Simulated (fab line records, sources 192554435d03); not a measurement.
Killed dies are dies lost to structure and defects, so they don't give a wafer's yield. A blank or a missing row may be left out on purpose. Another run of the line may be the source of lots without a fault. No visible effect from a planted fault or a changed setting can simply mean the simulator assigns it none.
The tool behind it: which one? -- flow n5Finfet -- 27 wafers from 9 lots sampled at 5 of the route's 1938 steps

== WHAT THE GAUGES SHOWED, per wafer ==
N5_BEOL_M4_RC_MEAS_101. Usual: DIBL_N 36.4 mV/V, standard deviation 1.5; DIBL_P 36.6 mV/V, standard deviation 1.9; IOFF_N 0.155 nA/um, standard deviation 0.021; IOFF_P 0.211 nA/um, standard deviation 0.028; ION_N 671 uA/um, standard deviation 8.6; ION_P 462 uA/um, standard deviation 5.8; SS_N 71.5 mV/dec, standard deviation 0.5; SS_P 73.4 mV/dec, standard deviation 0.58; VT_N 250.1 mV, standard deviation 2.4; VT_P -250.1 mV, standard deviation 3.
lot,measured,on,DIBL_N (mV/V),DIBL_P (mV/V),IOFF_N (nA/um),IOFF_P (nA/um),ION_N (uA/um),ION_P (uA/um),SS_N (mV/dec),SS_P (mV/dec),VT_N (mV),VT_P (mV),flag
L789,day 7 23:52,prober-02,35.7 35.3 35.8,35.0 35.4 34.5,0.134 0.138 0.142,0.193 0.200 0.189,674 667 685,457 464 461,71.2 71.4 71.5,72.5 72.0 72.8,250.6 248.9 250.2,-250.8 -251.9 -252.8,
L791,day 8 10:45,prober-01,36.4 36.8 36.8,37.3 37.6 38.0,0.155 0.159 0.158,0.241 0.256 0.251,671 664 675,472 466 469,71.1 70.7 71.4,73.9 73.5 74.1,248.2 248.4 250.2,-247.0 -247.3 -246.1,
L793,day 8 18:59,prober-02,35.9 34.8 36.2,35.7 34.6 35.7,0.146 0.130 0.145,0.173 0.158 0.171,668 665 664,450 448 456,71.1 70.9 70.9,73.6 73.4 73.4,250.3 251.9 248.6,-254.6 -256.9 -255.1,
L801,day 10 20:49,prober-01,34.5 38.3 37.3,32.8 37.4 35.7,0.128 0.196 0.183,0.193 0.279 0.255,666 681 686,461 475 479,70.5 71.3 72.2,73.8 73.9 73.6,250.2 242.4 245.2,-249.4 -240.7 -242.6,
L802,day 11 04:31,prober-01,36.8 36.4 37.2,35.7 34.3 35.9,0.153 0.132 0.162,0.200 0.178 0.203,669 669 672,461 457 461,71.3 71.5 72.4,73.3 72.7 72.8,250.2 254.0 247.5,-250.9 -251.9 -250.6,
L804,day 11 13:08,prober-02,36.7 37.1 37.5,36.3 36.5 38.4,0.153 0.157 0.169,0.211 0.212 0.252,667 678 690,461 467 474,71.8 71.4 71.5,73.5 73.0 74.4,250.2 248.7 245.7,-251.3 -250.3 -248.6,
L805,day 12 09:46,prober-01,37.7 37.2 38.2,37.4 37.2 38.3,0.158 0.149 0.169,0.238 0.240 0.260,669 665 671,463 462 471,72.0 71.5 71.9,73.7 73.4 73.4,249.9 249.9 249.4,-249.9 -250.2 -246.3,
L807,day 12 13:58,prober-02,36.0 34.9 35.9,38.0 37.0 38.0,0.171 0.152 0.169,0.222 0.204 0.232,670 670 677,463 466 467,71.5 71.0 71.0,73.3 72.7 73.0,250.0 250.4 249.7,-248.7 -249.4 -247.9,
L812,day 13 20:34,prober-02,37.5 36.8 38.2,37.3 37.3 38.1,0.160 0.155 0.175,0.168 0.173 0.183,675 675 691,452 458 461,72.1 70.9 71.8,73.6 73.6 73.1,248.8 248.2 247.3,-257.4 -256.5 -256.1,

== EACH LOT AND THE TOOL THAT RAN IT (in order: tool; ch and the chambers of the sampled wafers; start) ==
lot,N5_BEOL_M3_STRIP_19,N5_BEOL_M3_ALD_98,N5_BEOL_M3_ETCH_41,N5_BEOL_M3_STRIP_97
L789,"rieDiel-03 ch 1,2,3, day 7 00:59","aldSin-02 ch 0,1,2, day 7 01:43","rieDiel-03 ch 0,3, day 7 23:52 or earlier","rieDiel-03 ch 0,3, day 7 23:52 or earlier"
L791,"rieDiel-02 ch 0,1,3, day 7 09:16","aldSin-03 ch 0,1,3, day 7 10:30","rieDiel-05 ch 0,1,3, day 8 10:45 or earlier","rieDiel-05 ch 0,1,3, day 8 10:45 or earlier"
L793,"rieDiel-02 ch 0,1,3, day 7 21:53","aldSin-01 ch 0,1,3, day 7 23:02","rieDiel-03 ch 0,2,3, day 8 18:59 or earlier","rieDiel-03 ch 0,2,3, day 8 18:59 or earlier"
L801,"rieDiel-03 ch 0,1,3, day 10 03:26","aldSin-02 ch 0,2,3, day 10 04:09","rieDiel-05 ch 0,3, day 10 20:49 or earlier","rieDiel-05 ch 0,3, day 10 20:49 or earlier"
L802,"rieDiel-05 ch 0,2,3, day 10 08:01","aldSin-02 ch 0,2,3, day 10 08:41","rieDiel-02 ch 0,2,3, day 11 04:31 or earlier","rieDiel-02 ch 0,2,3, day 11 04:31 or earlier"
L804,"rieDiel-02 ch 0,1,2, day 10 18:53","aldSin-02 ch 0,3, day 10 19:41","rieDiel-02 ch 1,2, day 11 13:08 or earlier","rieDiel-02 ch 1,2, day 11 13:08 or earlier"
L805,"rieDiel-03 ch 0,1,3, day 11 14:51","aldSin-02 ch 2,3, day 11 15:29","rieDiel-05 ch 2,3, day 12 09:46 or earlier","rieDiel-05 ch 2,3, day 12 09:46 or earlier"
L807,"rieDiel-05 ch 1,2,3, day 11 17:54","aldSin-01 ch 0,1,3, day 11 19:17","rieDiel-03 ch 0,1,2, day 12 13:58 or earlier","rieDiel-03 ch 0,1,2, day 12 13:58 or earlier"
L812,"rieDiel-02 ch 0,1,3, day 12 16:41","aldSin-01 ch 0,1, day 12 17:25","rieDiel-03 ch 0,2, day 13 20:34 or earlier","rieDiel-03 ch 0,2, day 13 20:34 or earlier"
- N5_BEOL_M3_STRIP_19: strips in O2.
- N5_BEOL_M3_ALD_98: deposits SiO2, target thk 2.5 nm, pulse time 1 s, co reactant pulse time 1 s.
- N5_BEOL_M3_ETCH_41: etches SiCN in CH3F/O2, target depth 29.9 nm, time 52.5 s.
- N5_BEOL_M3_STRIP_97: strips in N2/H2, time 10 s.

== AS READ BY THE TOOLS THEMSELVES (means over the sampled wafers that have a number; for cases with no such wafer, the mark the record gives instead) ==
N5_BEOL_M3_STRIP_19. Usual: drypumpMotorCurrentA 5.5 A, standard deviation 0.42; oesProductAu 0.78 a.u., standard deviation 0.088; rfVppV 3.7 V, standard deviation 0.49; showerheadPlenumPTorr 2.11 Torr, standard deviation 0.061; throttleValvePct 16.64 %, standard deviation 0.23.
lot,tool,drypumpMotorCurrentA (A),oesProductAu (a.u.),rfVppV (V),showerheadPlenumPTorr (Torr),throttleValvePct (%),flag
L789,rieDiel-03,5.2,0.73,3.5,2.11,16.70,
L791,rieDiel-02,5.7,0.86,3.6,2.18,16.42,
L793,rieDiel-02,5.7,0.85,4.0,2.18,16.42,
L801,rieDiel-03,5.4,0.76,4.1,2.10,16.61,
L802,rieDiel-05,6.1,0.69,3.5,2.02,16.99,
L804,rieDiel-02,5.5,0.83,3.5,2.15,16.50,
L805,rieDiel-03,5.5,0.76,3.8,2.09,16.63,
L807,rieDiel-05,5.7,0.69,3.9,2.05,16.84,
L812,rieDiel-02,5.7,0.81,3.1,2.17,16.47,

N5_BEOL_M3_ALD_98. Usual: chamberPressureTorr 2.000 Torr, standard deviation 0.0044; heaterPowerW 79 W, standard deviation 8.4; precursorPulseHeightRel 0.998, standard deviation 0.02.
lot,tool,chamberPressureTorr (Torr),heaterPowerW (W),precursorPulseHeightRel,flag
L789,aldSin-02,2.000,81,1.011,
L791,aldSin-03,1.994,74,1.006,
L793,aldSin-01,2.001,81,1.011,
L801,aldSin-02,1.999,84,1.004,
L802,aldSin-02,2.002,85,0.992,
L804,aldSin-02,2.001,89,0.989,
L805,aldSin-02,-,-,-,OFF
L807,aldSin-01,-,-,-,OFF
L812,aldSin-01,2.001,85,0.993,

N5_BEOL_M3_ETCH_41. Usual: drypumpMotorCurrentA 5.5 A, standard deviation 0.43; oesProductAu 0.78 a.u., standard deviation 0.086; rfVppV 297.6 V, standard deviation 1.6; showerheadPlenumPTorr 2.01 Torr, standard deviation 0.06; throttleValvePct 16.28 %, standard deviation 0.24.
lot,tool,drypumpMotorCurrentA (A),oesProductAu (a.u.),rfVppV (V),showerheadPlenumPTorr (Torr),throttleValvePct (%),flag
L789,rieDiel-03,5.4,0.78,297.1,2.00,16.21,
L791,rieDiel-05,5.6,0.71,296.0,1.99,16.46,
L793,rieDiel-03,5.2,0.84,298.7,2.02,16.23,
L801,rieDiel-05,5.8,0.72,295.8,1.94,16.59,
L802,rieDiel-02,5.6,0.79,298.4,2.06,16.21,
L804,rieDiel-02,5.3,0.82,298.0,2.01,16.16,
L805,rieDiel-05,5.8,0.71,294.4,1.90,16.58,
L807,rieDiel-03,5.3,0.82,297.0,2.02,16.23,
L812,rieDiel-03,5.3,0.81,298.2,2.01,16.23,

N5_BEOL_M3_STRIP_97. Usual: drypumpMotorCurrentA 5.5 A, standard deviation 0.43; oesProductAu 0.78 a.u., standard deviation 0.088; rfVppV 59.1 V, standard deviation 0.87; showerheadPlenumPTorr 2.55 Torr, standard deviation 0.074; throttleValvePct 23.5 %, standard deviation 0.3.
lot,tool,drypumpMotorCurrentA (A),oesProductAu (a.u.),rfVppV (V),showerheadPlenumPTorr (Torr),throttleValvePct (%),flag
L789,rieDiel-03,5.5,0.78,59.9,2.55,23.6,
L791,rieDiel-05,5.6,0.71,58.6,2.52,23.8,
L793,rieDiel-03,5.2,0.84,59.7,2.56,23.5,
L801,rieDiel-05,5.8,0.72,58.7,2.45,23.8,
L802,rieDiel-02,5.6,0.79,59.3,2.61,23.4,
L804,rieDiel-02,5.3,0.83,59.5,2.56,23.6,
L805,rieDiel-05,5.8,0.71,58.3,2.41,23.9,
L807,rieDiel-03,5.2,0.83,58.3,2.56,23.5,
L812,rieDiel-03,5.3,0.81,58.9,2.56,23.6,

== THE ANSWER, worked out from the rows above alone ==
Rule: take the mean of a lot's wafers that have a number; if it is more than 3 standard deviations from the usual mean, the lot is off. Also off: a lot with no number at a reading for which 4 or more lots have one. Any other lot the step has rows for is counted as sound. After the gauges, taken in route order, come the tools' own readings; for these a lot's mean is taken, as printed above. The first step at which some lot is off is used, and at that step the reading that is off furthest; a lot without a number counts as furthest.
Off: L805, L807 (N5_BEOL_M3_ALD_98, chamberPressureTorr). Without a number there: L805, L807.
A tool fits if, at that step or a process step before it, it ran every lot that is off, and no sound lot after the first of them. None of those tried fits.

== WHAT THE SIMULATOR PUT IN ==
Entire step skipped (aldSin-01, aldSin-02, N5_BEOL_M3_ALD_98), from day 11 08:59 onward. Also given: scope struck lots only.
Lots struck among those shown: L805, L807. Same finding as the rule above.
